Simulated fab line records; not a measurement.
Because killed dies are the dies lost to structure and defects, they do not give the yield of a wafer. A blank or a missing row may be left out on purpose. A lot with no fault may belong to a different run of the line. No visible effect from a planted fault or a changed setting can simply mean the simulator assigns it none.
fab line records	flow nand_harc	part 1 of 2: steps 1 to 42 of 43
[record] lots = 6	wafers = 15	last_day = 33
route steps=1302 shown A_ONON_D2@559 A_CHANNEL_HOLE_D2@570 END@1302
lots with no fault: from the same line, run without faults
start_h: the number of hours between the record's first day and the start of the first shown wafer of the lot	wait_h: time in hours since the lot's previous step	" identical to the entry in the row above	L1.1+2: one row covering several wafers at once	- value missing, or start not given	* or withheld: withheld	< > ~ a bound
route shown NAME@n: names a module that has steps shown in the file, with the first one's number in the route	usual: mean/standard deviation taken from wafers without a fault	same: alike in all rows	chamber/n: place in a boat	sites: each site's reading	_std_site: the values' standard deviation	_edge_site: mean of outer sites minus mean of inner sites	radius_mm: how far each site lies from the wafer's centre	mask NAME#n: copy n	behind: the most recent tool/chamber to have shaped the wafer	hold: the reason the lot was held/the length of the hold in hours/how it ended	device: which transistor (n, p or np) failed to switch	end of line: tests run on the same wafers once the route is complete	step lacking rows: just its recipe	killed: the dies lost at the first sort to structure and to defects; this is not the yield of the wafer	map: dies across one wafer; x = killed, . = not, _ = none there
set.NAME: the setting as run; set.NAME@STEP: as run at that earlier step	model.NAME: the simulator's own value behind a step, which no gauge read
lots at selected steps of the route; one table per step, one row per wafer
services: from which hour (start_h, from the record's first day; less than 0 if before it) a tool's chamber was out of use, for how many hours, and why
[[steps]]
[step NHARC_A_ONON_D2_THK_MEAS_21]
[recipe] thk_meas_gauge = ellipsometry
[usual] thk_nm = 1001/13
lot.wafer	tool	chamber	start_h	wait_h	thk_nm
L245.3	film_metro-02	-	298.17	-	1006
L245.4	"	-	"	"	1006
L245.6	"	-	"	"	1006
L254.3	film_metro-01	-	375.43	-	1015
L254.5	"	-	"	"	1017
L254.6	"	-	"	"	1016
L257.4	film_metro-01	-	402.39	-	993
L259.3	film_metro-02	-	418.42	-	1001
L259.4	"	-	"	"	1001
L267.2	film_metro-01	-	508.66	-	1014
L267.3	"	-	"	"	1012
L267.5	"	-	"	"	1013
L268.1	film_metro-02	-	514.89	-	1016
L268.2	"	-	"	"	1016
L268.5	"	-	"	"	1015
[step NHARC_A_ONON_D2_DEP_22]
[recipe] target_thk_a = 10000	n2_flow_sccm = 2750	n2o_flow_sccm = 2000	nh3_flow_sccm = 500	sih4_flow_sccm = 210	temp_c = 400
[step NHARC_A_ONON_D2_THK_MEAS_24]
[recipe] thk_meas_gauge = ellipsometry
[usual] thk_nm = 1002/7.8
lot.wafer	tool	chamber	start_h	wait_h	thk_nm
L245.3	film_metro-01	-	298.74	-	1003
L245.4	"	-	"	"	1004
L245.6	"	-	"	"	1003
L254.3	film_metro-01	-	376.00	-	994
L254.5	"	-	"	"	994
L254.6	"	-	"	"	994
L257.4	film_metro-02	-	402.95	-	1007
L259.3	film_metro-02	-	419.00	-	1009
L259.4	"	-	"	"	1012
L267.2	film_metro-01	-	509.23	-	1001
L267.3	"	-	"	"	1000
L267.5	"	-	"	"	999
L268.1	film_metro-02	-	515.45	-	995
L268.2	"	-	"	"	993
L268.5	"	-	"	"	995
[step NHARC_A_ONON_D2_DEP_25]
[recipe] target_thk_a = 10000	n2_flow_sccm = 2750	n2o_flow_sccm = 2000	nh3_flow_sccm = 500	sih4_flow_sccm = 210	temp_c = 400
[step NHARC_A_ONON_D2_THK_MEAS_27]
[recipe] thk_meas_gauge = ellipsometry
[usual] thk_nm = 1004/11
lot.wafer	tool	chamber	start_h	wait_h	thk_nm
L245.3	film_metro-02	-	299.30	-	993
L245.4	"	-	"	"	993
L245.6	"	-	"	"	994
L254.3	film_metro-01	-	376.56	-	1018
L254.5	"	-	"	"	1019
L254.6	"	-	"	"	1018
L257.4	film_metro-02	-	403.52	-	1005
L259.3	film_metro-02	-	419.56	-	987
L259.4	"	-	"	"	985
L267.2	film_metro-01	-	509.80	-	983
L267.3	"	-	"	"	980
L267.5	"	-	"	"	982
L268.1	film_metro-01	-	516.01	-	1006
L268.2	"	-	"	"	1005
L268.5	"	-	"	"	1006
[step NHARC_A_ONON_D2_DEP_28]
[recipe] target_thk_a = 10000	n2_flow_sccm = 2750	n2o_flow_sccm = 2000	nh3_flow_sccm = 500	sih4_flow_sccm = 210	temp_c = 400
[step NHARC_A_ONON_D2_THK_MEAS_30]
[recipe] thk_meas_gauge = ellipsometry
[usual] thk_nm = 1000/10
lot.wafer	tool	chamber	start_h	wait_h	thk_nm
L245.3	film_metro-02	-	299.87	-	981
L245.4	"	-	"	"	983
L245.6	"	-	"	"	981
L254.3	film_metro-01	-	377.13	-	1005
L254.5	"	-	"	"	1007
L254.6	"	-	"	"	1006
L257.4	film_metro-02	-	404.09	-	1006
L259.3	film_metro-01	-	420.13	-	1013
L259.4	"	-	"	"	1014
L267.2	film_metro-02	-	510.37	-	988
L267.3	"	-	"	"	984
L267.5	"	-	"	"	987
L268.1	film_metro-01	-	516.58	-	995
L268.2	"	-	"	"	994
L268.5	"	-	"	"	996
[step NHARC_A_ONON_D2_DEP_33]
[recipe] target_thk_a = 2000	temp_c = 400	pressure_torr = 6.5	rf_w = 900	teos_flow_sccm = 161.4	flow_sccm = 2650	target_thk_nm = 200	gas = O2	material = SiO2
[usual] chamber_pressure_Torr = 6.502/0.014	heater_power_w = 575/110	throttle_valve_pct = 15.8/0.37
lot.wafer	tool	chamber	start_h	wait_h	chamber_pressure_Torr	heater_power_w	throttle_valve_pct
L245.3	pecvd-01	1	300.02	0.1	6.517	697	16.3
L245.6	"	2	"	"	6.504	440	16.1
L245.4	"	1	"	"	6.539	727	15.8
L254.3	pecvd-04	1	377.29	0.2	6.493	657	15.8
L254.6	"	1	"	"	6.488	688	15.7
L254.5	"	2	"	"	6.507	405	15.4
L257.4	pecvd-04	2	404.52	0.4	6.500	547	15.6
L259.3	pecvd-01	2	420.27	0.1	6.488	461	16.0
L259.4	"	1	"	"	6.482	671	16.4
L267.2	pecvd-01	0	510.42	0.1	6.490	690	15.9
L267.3	"	2	"	"	6.460	413	15.9
L267.5	"	0	"	"	6.489	677	15.5
L268.1	pecvd-03	0	516.68	0.1	6.499	553	15.5
L268.2	"	1	"	"	6.505	476	16.0
L268.5	"	0	"	"	6.502	549	15.7
[step NHARC_A_ONON_D2_THK_MEAS_34]
[recipe] thk_meas_gauge = ellipsometry
[usual] thk_nm = 200.3/2.8
lot.wafer	tool	chamber	start_h	wait_h	thk_nm
L245.3	film_metro-02	-	300.34	-	199.2
L245.4	"	-	"	"	202.2
L245.6	"	-	"	"	199.2
L254.3	film_metro-01	-	377.70	-	197.6
L254.5	"	-	"	"	198.3
L254.6	"	-	"	"	201.0
L257.4	film_metro-01	-	404.71	-	201.0
L259.3	film_metro-01	-	420.60	-	200.7
L259.4	"	-	"	"	203.5
L267.2	film_metro-01	-	510.84	-	199.0
L267.3	"	-	"	"	194.6
L267.5	"	-	"	"	204.9
L268.1	film_metro-02	-	517.05	-	194.4
L268.2	"	-	"	"	198.4
L268.5	"	-	"	"	199.4
[step NHARC_A_ONON_D2_INSPECT_32]
[usual] raw_defect_count = 373/140
lot.wafer	tool	chamber	start_h	wait_h	raw_defect_count
L245.3	defect_inspect-01	-	300.40	0.0	278
L245.4	"	-	"	"	416
L245.6	"	-	"	"	343
L254.3	defect_inspect-02	-	377.77	0.0	272
L254.5	"	-	"	"	237
L254.6	"	-	"	"	321
L257.4	defect_inspect-01	-	404.77	0.0	278
L259.3	defect_inspect-01	-	420.66	0.0	621
L259.4	"	-	"	"	667
L267.2	defect_inspect-01	-	510.91	0.0	284
L267.3	"	-	"	"	383
L267.5	"	-	"	"	469
L268.1	defect_inspect-01	-	517.13	0.0	383
L268.2	"	-	"	"	255
L268.5	"	-	"	"	355
[step NHARC_A_CHANNEL_HOLE_D2_DEP_00]
[recipe] target_thk_a = 31000	temp_c = 400	material = aC
[step NHARC_A_CHANNEL_HOLE_D2_DEP_01]
[recipe] target_thk_a = 1400	target_thk_nm = 140	temp_c = 400	pressure_torr = 3.5	flow_sccm = 200	rf_w = 350	material = SiON
[usual] chamber_pressure_Torr = 3.500/0.0087	heater_power_w = 736/83
lot.wafer	tool	chamber	start_h	wait_h	chamber_pressure_Torr	heater_power_w
L245.3	pecvd-04	1	302.70	1.0	3.503	929
L245.6	"	0	"	"	3.511	677
L245.4	"	1	"	"	3.492	927
L254.3	pecvd-02	0	385.97	1.0	3.497	697
L254.5	"	2	"	"	3.497	807
L254.6	"	0	"	"	3.506	665
L257.4	pecvd-04	2	412.13	0.8	3.497	733
L259.3	pecvd-04	2	422.69	1.0	3.507	657
L259.4	"	1	"	"	3.487	913
L267.2	pecvd-03	0	513.66	1.3	3.504	719
L267.3	"	1	"	"	3.522	628
L267.5	"	0	"	"	3.497	747
L268.1	pecvd-03	0	519.57	1.6	3.497	707
L268.2	"	2	"	"	3.506	720
L268.5	"	1	"	"	3.499	596
[step NHARC_A_CHANNEL_HOLE_D2_DEHYDRATE_02]
[recipe] temp_c = 150	time_s = 120
[step NHARC_A_CHANNEL_HOLE_D2_HMDS_03]
[recipe] time_s = 30
[step NHARC_A_CHANNEL_HOLE_D2_COAT_36]
[recipe] temp_c = 260	time_s = 75
[step NHARC_A_CHANNEL_HOLE_D2_COAT_37]
[recipe] temp_c = 225	time_s = 65
[step NHARC_A_CHANNEL_HOLE_D2_COAT_04]
[recipe] spin_rpm = 1500	resist_thk_nm = 90
[step NHARC_A_CHANNEL_HOLE_D2_SOFTBAKE_05]
[recipe] temp_c = 105	time_s = 55
[step NHARC_A_CHANNEL_HOLE_D2_EBR_06]
[step NHARC_A_CHANNEL_HOLE_D2_EXPOSE_07]
[recipe] na = 1.35	target_cd_nm = 100	sigma_outer = 0.3	dose_mj = 59.65	mask_id = HOLE_D2
[step NHARC_A_CHANNEL_HOLE_D2_PEB_08]
[recipe] peb_temp_c = 100	peb_time_s = 65
[step NHARC_A_CHANNEL_HOLE_D2_DEVELOP_09]
[recipe] develop_time_s = 35	dev_temp_c = 23
[step NHARC_A_CHANNEL_HOLE_D2_CD_MEAS_10]
[recipe] target_cd_nm = 100	landing_energy_ev = 500
[usual] cd_nm = 100.1/0.49
lot.wafer	tool	chamber	start_h	wait_h	cd_nm
L245.3	cd_sem-02	0	303.37	-	100.8
L245.4	"	0	"	"	101.7
L245.6	"	0	"	"	101.0
L254.3	cd_sem-03	0	386.67	-	99.5
L254.5	"	0	"	"	99.4
L254.6	"	0	"	"	99.2
L257.4	cd_sem-03	0	412.75	-	100.3
L259.3	cd_sem-02	0	423.39	-	99.8
L259.4	"	0	"	"	100.2
L267.2	cd_sem-01	0	514.35	-	99.6
L267.3	"	0	"	"	100.5
L267.5	"	0	"	"	99.8
L268.1	cd_sem-01	0	520.17	-	100.1
L268.2	"	0	"	"	99.9
L268.5	"	0	"	"	100.7
[step NHARC_A_CHANNEL_HOLE_D2_OVL_MEAS_11]
[usual] overlay_x_nm = -0.1/0.9	overlay_y_nm = -0.1/0.83
lot.wafer	tool	chamber	start_h	wait_h	overlay_x_nm	overlay_y_nm
L245.3	overlay-02	-	303.45	-	0.8	-1.0
L245.4	"	-	"	"	0.9	-1.2
L245.6	"	-	"	"	0.8	-0.9
L254.3	overlay-01	-	386.75	-	-0.3	0.5
L254.5	"	-	"	"	-0.5	0.9
L254.6	"	-	"	"	-0.2	1.0
L257.4	overlay-02	-	412.83	-	-0.1	0.7
L259.3	overlay-01	-	423.47	-	-0.9	-0.7
L259.4	"	-	"	"	-1.1	-0.7
L267.2	overlay-02	-	514.44	-	0.1	-0.7
L267.3	"	-	"	"	-0.3	-0.2
L267.5	"	-	"	"	0.0	-0.7
L268.1	overlay-01	-	520.26	-	-1.6	-0.1
L268.2	"	-	"	"	-1.7	-0.4
L268.5	"	-	"	"	-1.3	-0.3
[step NHARC_A_CHANNEL_HOLE_D2_INSPECT_12]
[usual] raw_defect_count = 26/21
lot.wafer	tool	chamber	start_h	wait_h	raw_defect_count
L245.3	defect_inspect-02	-	303.49	0.0	5
L245.4	"	-	"	"	4
L245.6	"	-	"	"	3
L254.3	defect_inspect-02	-	386.79	0.0	12
L254.5	"	-	"	"	11
L254.6	"	-	"	"	10
L257.4	defect_inspect-01	-	412.87	0.0	718
L259.3	defect_inspect-02	-	423.51	0.0	763
L259.4	"	-	"	"	66
L267.2	defect_inspect-01	-	514.48	0.0	7
L267.3	"	-	"	"	4
L267.5	"	-	"	"	7
L268.1	defect_inspect-02	-	520.29	0.0	14
L268.2	"	-	"	"	25
L268.5	"	-	"	"	30
[step NHARC_A_CHANNEL_HOLE_D2_DESCUM_15]
[recipe] time_s = 3	o2_flow_sccm = 200	ar_flow_sccm = 0	bias_power_w = 0	chemistry = O2
[step NHARC_A_CHANNEL_HOLE_D2_ETCH_38]
[recipe] target_depth_a = 390	over_etch_frac = 0.3	time_s = 65	ion_energy_ev = 80	cf4_flow_sccm = 150	ar_flow_sccm = 0	rf_w = 300	bias_w = 100	chemistry = CF4
[step NHARC_A_CHANNEL_HOLE_D2_ETCH_39]
[recipe] target_depth_a = 2600	over_etch_frac = 0.3	time_s = 325	ion_energy_ev = 200	n2_flow_sccm = 150	h2_flow_sccm = 150	ar_flow_sccm = 0	rf_w = 400	bias_w = 150	chemistry = N2/H2
[usual] drypump_motor_current_A = 5.6/0.46	oes_product_au = 0.995/0.011	rf_vpp_V = 429.6/2.1	showerhead_plenum_p_Torr = 2.01/0.072	throttle_valve_pct = 14.170/0.0098
[same] time_s = 325
lot.wafer	tool	chamber	start_h	wait_h	drypump_motor_current_A	oes_product_au	rf_hours_counter_h	rf_vpp_V	showerhead_plenum_p_Torr	throttle_valve_pct
L245.4	rie_diel-07	2	-	-	6.4	0.992	0	427.5	1.93	14.165
L245.3	"	3	"	"	5.4	0.987	0	428.4	1.98	14.181
L245.6	"	3	"	"	5.4	0.999	-	428.5	1.98	14.176
L254.3	rie_diel-02	0	-	-	5.6	0.987	10	432.3	2.11	14.175
L254.6	"	0	"	"	5.6	1.002	-	431.0	2.11	14.176
L254.5	"	1	"	"	6.0	1.004	-	431.3	2.12	14.157
L257.4	rie_diel-07	1	-	-	5.8	1.004	9	431.1	2.05	14.149
L259.4	rie_diel-02	0	-	-	5.6	0.984	2	432.6	2.11	14.167
L259.3	"	1	"	"	6.0	1.000	2	431.9	2.12	14.175
L267.3	rie_diel-04	2	-	-	5.0	0.992	6	432.2	2.10	14.160
L267.2	"	0	"	"	5.4	0.993	6	426.7	1.89	14.171
L267.5	"	3	"	"	5.5	1.000	-	430.2	2.01	14.182
L268.2	rie_diel-02	3	-	-	5.0	1.013	7	432.1	2.03	14.159
L268.1	"	2	"	"	6.4	1.013	6	432.1	2.04	14.181
L268.5	"	0	"	"	5.6	1.000	-	433.5	2.11	14.172
[step NHARC_A_CHANNEL_HOLE_D2_ETCH_34]
[recipe] target_depth_a = 1540	time_s = 77	cf4_flow_sccm = 100	chf3_flow_sccm = 30	ar_flow_sccm = 0	rf_w = 500	bias_w = 200	chemistry = CF4/CHF3
[step NHARC_A_CHANNEL_HOLE_D2_ETCH_16]
[recipe] target_depth_a = 31000	over_etch_frac = 0.3	time_s = 806	ion_energy_ev = 150	o2_flow_sccm = 400	cos_flow_sccm = 20	ar_flow_sccm = 0	rf_w = 500	bias_w = 300	chemistry = O2/COS
[step NHARC_A_CHANNEL_HOLE_D2_CD_MEAS_18]
[usual] cd_nm = 100.3/2
lot.wafer	tool	chamber	start_h	wait_h	cd_nm
L245.3	cd_sem-02	-	304.66	-	102.7
L245.4	"	-	"	"	103.4
L245.6	"	-	"	"	101.6
L254.3	cd_sem-01	-	387.97	-	101.9
L254.5	"	-	"	"	100.7
L254.6	"	-	"	"	97.8
L257.4	cd_sem-01	-	414.04	-	100.4
L259.3	cd_sem-02	-	424.69	-	100.0
L259.4	"	-	"	"	100.0
L267.2	cd_sem-02	-	515.65	-	97.2
L267.3	"	-	"	"	100.6
L267.5	"	-	"	"	99.7
L268.1	cd_sem-03	-	521.47	-	98.5
L268.2	"	-	"	"	97.2
L268.5	"	-	"	"	101.1
[step NHARC_A_CHANNEL_HOLE_D2_ETCH_19]
[recipe] bias_v = 1200	source_w = 2500	pressure_mtorr = 15	time_s = 34.5	ar_flow_sccm = 375	c4f8_flow_sccm = 28.8	o2_flow_sccm = 96.2	temp_c = -20	target_depth_a = *	chemistry = C4F8/O2/Ar
[step NHARC_A_CHANNEL_HOLE_D2_ETCH_20]
[recipe] bias_v = 3000	source_w = withheld	pressure_mtorr = 20	time_s = 361.9	ar_flow_sccm = 375	c4f8_flow_sccm = 89.3	o2_flow_sccm = 35.7	temp_c = -20	target_depth_a = 16000	chemistry = C4F8/O2/Ar
[step NHARC_A_CHANNEL_HOLE_D2_ETCH_21]
[recipe] bias_v = 3000	source_w = withheld	pressure_mtorr = 20	time_s = 514.3	ar_flow_sccm = 375	c4f8_flow_sccm = 89.3	o2_flow_sccm = 35.7	temp_c = -20	target_depth_a = 16000	chemistry = C4F8/O2/Ar
[step NHARC_A_CHANNEL_HOLE_D2_ETCH_22]
[recipe] bias_v = 3000	source_w = withheld	pressure_mtorr = 20	time_s = 666.7	ar_flow_sccm = 375	c4f8_flow_sccm = 89.3	o2_flow_sccm = 35.7	temp_c = -20	target_depth_a = 16000	chemistry = C4F8/O2/Ar
[usual] drypump_motor_current_A = 5.9/0.31	showerhead_plenum_p_Torr = 3.62/0.18	throttle_valve_pct = 32.155/0.0092
[same] time_s = 666.7
lot.wafer	tool	chamber	start_h	wait_h	drypump_motor_current_A	rf_hours_counter_h	showerhead_plenum_p_Torr	throttle_valve_pct
L245.4	har_etch-01	1	306.36	0.4	6.2	-	3.53	32.146
L245.3	"	0	"	"	5.7	-	3.70	32.161
L245.6	"	1	"	"	6.2	-	3.53	32.156
L254.3	har_etch-01	1	389.09	0.4	6.2	-	3.51	32.152
L254.6	"	1	"	"	6.2	-	3.50	32.162
L254.5	"	0	"	"	5.7	-	3.67	32.146
L257.4	har_etch-02	1	417.59	0.4	6.3	-	3.93	32.163
L259.4	har_etch-01	0	428.72	0.4	5.7	-	3.65	32.150
L259.3	"	1	"	"	6.2	-	3.49	32.155
L267.2	har_etch-01	0	519.22	0.4	5.7	284	3.63	32.163
L267.3	"	0	"	"	5.7	-	3.63	32.147
L267.5	"	0	"	"	5.7	-	3.63	32.150
L268.2	har_etch-02	0	523.01	0.4	5.6	70	3.89	32.157
L268.1	"	1	"	"	6.3	70	3.89	32.159
L268.5	"	0	"	"	5.5	-	3.89	32.157
[step NHARC_A_CHANNEL_HOLE_D2_ETCH_23]
[recipe] bias_v = 5000	source_w = withheld	pressure_mtorr = 20	time_s = 819	ar_flow_sccm = 375	c4f8_flow_sccm = 89.3	o2_flow_sccm = 35.7	temp_c = -20	target_depth_a = 16000	chemistry = C4F8/O2/Ar
[step NHARC_A_CHANNEL_HOLE_D2_ETCH_24]
[recipe] bias_v = 5000	source_w = withheld	pressure_mtorr = 20	time_s = 906.2	ar_flow_sccm = 375	c4f8_flow_sccm = 93.8	o2_flow_sccm = 31.2	temp_c = -20	target_depth_a = 15000	chemistry = C4F8/O2/Ar
[step NHARC_A_CHANNEL_HOLE_D2_ETCH_25]
[recipe] bias_v = 5000	source_w = withheld	pressure_mtorr = 20	time_s = 1040.2	ar_flow_sccm = 375	c4f8_flow_sccm = 93.8	o2_flow_sccm = 31.2	temp_c = -20	target_depth_a = 15000	chemistry = C4F8/O2/Ar
[usual] drypump_motor_current_A = 5.9/0.31	showerhead_plenum_p_Torr = 3.62/0.18	throttle_valve_pct = 32.235/0.0086
[same] time_s = 1040.2
lot.wafer	tool	chamber	start_h	wait_h	drypump_motor_current_A	rf_hours_counter_h	showerhead_plenum_p_Torr	throttle_valve_pct
L245.4	har_etch-01	1	308.48	0.7	6.2	-	3.53	32.248
L245.3	"	0	"	"	5.7	-	3.69	32.224
L245.6	"	1	"	"	6.2	-	3.53	32.220
L254.3	har_etch-01	1	391.23	0.7	6.3	-	3.50	32.228
L254.6	"	1	"	"	6.2	-	3.50	32.225
L254.5	"	0	"	"	5.7	-	3.66	32.248
L257.4	har_etch-02	1	419.73	0.7	6.3	-	3.92	32.238
L259.4	har_etch-01	0	430.85	0.7	5.7	-	3.65	32.239
L259.3	"	1	"	"	6.2	-	3.48	32.242
L267.2	har_etch-01	0	521.26	0.6	5.7	286	3.62	32.235
L267.3	"	0	"	"	5.7	-	3.62	32.226
L267.5	"	0	"	"	5.7	-	3.62	32.229
L268.2	har_etch-02	0	525.02	0.6	5.5	72	3.89	32.228
L268.1	"	1	"	"	6.3	72	3.89	32.241
L268.5	"	0	"	"	5.5	-	3.89	32.238
[step NHARC_A_CHANNEL_HOLE_D2_ETCH_26]
[recipe] bias_v = 300	source_w = 2000	pressure_mtorr = 30	time_s = 224.1	ar_flow_sccm = 375	c4f8_flow_sccm = 11.4	o2_flow_sccm = 113.6	temp_c = -20	target_depth_a = 3000	chemistry = C4F8/O2/Ar
[step NHARC_A_CHANNEL_HOLE_D2_ETCH_27]
[recipe] bias_v = 400	source_w = 2000	pressure_mtorr = 25	time_s = 90	ar_flow_sccm = 375	c4f8_flow_sccm = 41.7	o2_flow_sccm = 83.3	temp_c = -20	target_depth_a = 4000	chemistry = C4F8/O2/Ar
[usual] drypump_motor_current_A = 5.9/0.31	showerhead_plenum_p_Torr = 3.66/0.18	throttle_valve_pct = 27.620/0.0094
[same] time_s = 90
lot.wafer	tool	chamber	start_h	wait_h	drypump_motor_current_A	rf_hours_counter_h	showerhead_plenum_p_Torr	throttle_valve_pct
L245.4	har_etch-01	1	309.33	0.2	6.2	-	3.57	27.624
L245.3	"	0	"	"	5.7	-	3.73	27.613
L245.6	"	1	"	"	6.3	-	3.57	27.615
L254.3	har_etch-01	1	392.09	0.2	6.2	-	3.54	27.632
L254.6	"	1	"	"	6.2	-	3.54	27.613
L254.5	"	0	"	"	5.7	-	3.71	27.605
L257.4	har_etch-02	1	420.58	0.2	6.3	-	3.97	27.620
L259.4	har_etch-01	0	431.71	0.2	5.7	-	3.69	27.610
L259.3	"	1	"	"	6.2	-	3.52	27.605
L267.2	har_etch-01	0	522.33	0.2	5.7	287	3.66	27.618
L267.3	"	0	"	"	5.7	-	3.66	27.618
L267.5	"	0	"	"	5.7	-	3.66	27.602
L268.2	har_etch-02	0	526.09	0.2	5.5	73	3.94	27.641
L268.1	"	1	"	"	6.3	73	3.94	27.620
L268.5	"	0	"	"	5.5	-	3.94	27.625
[step NHARC_A_CHANNEL_HOLE_D2_STRIP_41]
[recipe] n2_flow_sccm = 150	h2_flow_sccm = 150	ar_flow_sccm = 0	bias_w = 0	chemistry = N2/H2
[step NHARC_A_CHANNEL_HOLE_D2_INSPECT_40]
[usual] raw_defect_count = 267/81
lot.wafer	tool	chamber	start_h	wait_h	raw_defect_count
L245.3	defect_inspect-02	-	311.00	-	187
L245.4	"	-	"	"	253
L245.6	"	-	"	"	211
L254.3	defect_inspect-02	-	393.75	-	216
L254.5	"	-	"	"	215
L254.6	"	-	"	"	266
L257.4	defect_inspect-01	-	422.26	-	886
L259.3	defect_inspect-02	-	433.37	-	1096
L259.4	"	-	"	"	444
L267.2	defect_inspect-02	-	524.07	-	254
L267.3	"	-	"	"	250
L267.5	"	-	"	"	308
L268.1	defect_inspect-01	-	527.81	-	254
L268.2	"	-	"	"	192
L268.5	"	-	"	"	249
[[key]]
[first_sign] step = NHARC_A_CHANNEL_HOLE_D2_INSPECT_12	reading = raw_defect_count	direction = up	sigmas = 34	usual = 26	struck = 740
[effect] step = NHARC_A_CHANNEL_HOLE_D2_INSPECT_40	reading = raw_defect_count	direction = up	sigmas = 9	usual = 267	struck = 991
[effect] step = NHARC_END_SORT_01	reading = killed_dies	direction = up	sigmas = 3.4	usual = 61	struck = 126
[more_kills_born_at] NHARC_A_CHANNEL_HOLE_D2_DEP_01@pecvd-04 = 122
met_at NHARC_A_CHANNEL_HOLE_D2_DEP_01
struck_wafers L257.4,L259.3
tester_left_out L257,L259
[fault] kind = chamber_particle_source	tool = pecvd-04	chamber = 2	onset_h = 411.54	steps = NHARC_A_CHANNEL_HOLE_D2_DEP_01	rate_per_visit_cm2 = 1.1334
// tester_left_out: of these lots the tester's yield and bins aren't shown, on N5 and GAA mostly nor the transistor test; their killed dies are dies lost to structure and defects alone, not to doping, threshold or leakage, so they don't give the yield
